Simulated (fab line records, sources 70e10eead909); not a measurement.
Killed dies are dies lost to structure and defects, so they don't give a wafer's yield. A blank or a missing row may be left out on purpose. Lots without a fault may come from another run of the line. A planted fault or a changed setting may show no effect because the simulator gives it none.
Chamber matching | flow nand_harc | NHARC_A_CONTACT_ETCH_110 on rie_diel-12: 4 sister chambers
The step etches the open film in CF4/O2, target depth 50 nm, overetch 5 nm, time 27.5 s. 4 wafers are shown with their chamber, then 8 later ones without.

WAFERS WITH THEIR CHAMBER
wafer  | chamber | showerhead_plenum_p_Torr (Torr)
L862.5 | 2       | 1.42
L870.1 | 1       | 1.30
L870.6 | 3       | 1.37
L871.3 | 0       | 1.23

WAFERS WITHOUT THEIR CHAMBER
wafer  | showerhead_plenum_p_Torr (Torr)
L871.5 | 1.23
L871.6 | 1.37
L872.1 | 1.23
L872.2 | 1.42
L872.4 | 1.37
L880.2 | 1.23
L880.4 | 1.41
L880.6 | 1.41

WHICH CHAMBER EACH WENT THROUGH
wafer  | from the rows above | in truth
L871.5 | 0                   | 0
L871.6 | 3                   | 3
L872.1 | 0                   | 0
L872.2 | 2                   | 2
L872.4 | 3                   | 3
L880.2 | 0                   | 0
L880.4 | 2                   | 2
L880.6 | 2                   | 2
Placed correctly: 8 of 8. Can't be placed from these rows: 0. Placed wrongly: 0.
How it was worked out, from the rows above alone: a wafer's distance from a chamber is the root of the sum, over the readings, of the square of ((its reading less the chamber's mean) divided by the reading's scatter). The wafer belongs to the nearest chamber; if the next one is less than 2 further off, it can't be placed. A chamber's mean is the mean of its shown wafers. The scatter: with one shown wafer a chamber, the root of the mean of the squares of how far each hidden wafer lies from its nearest shown one.
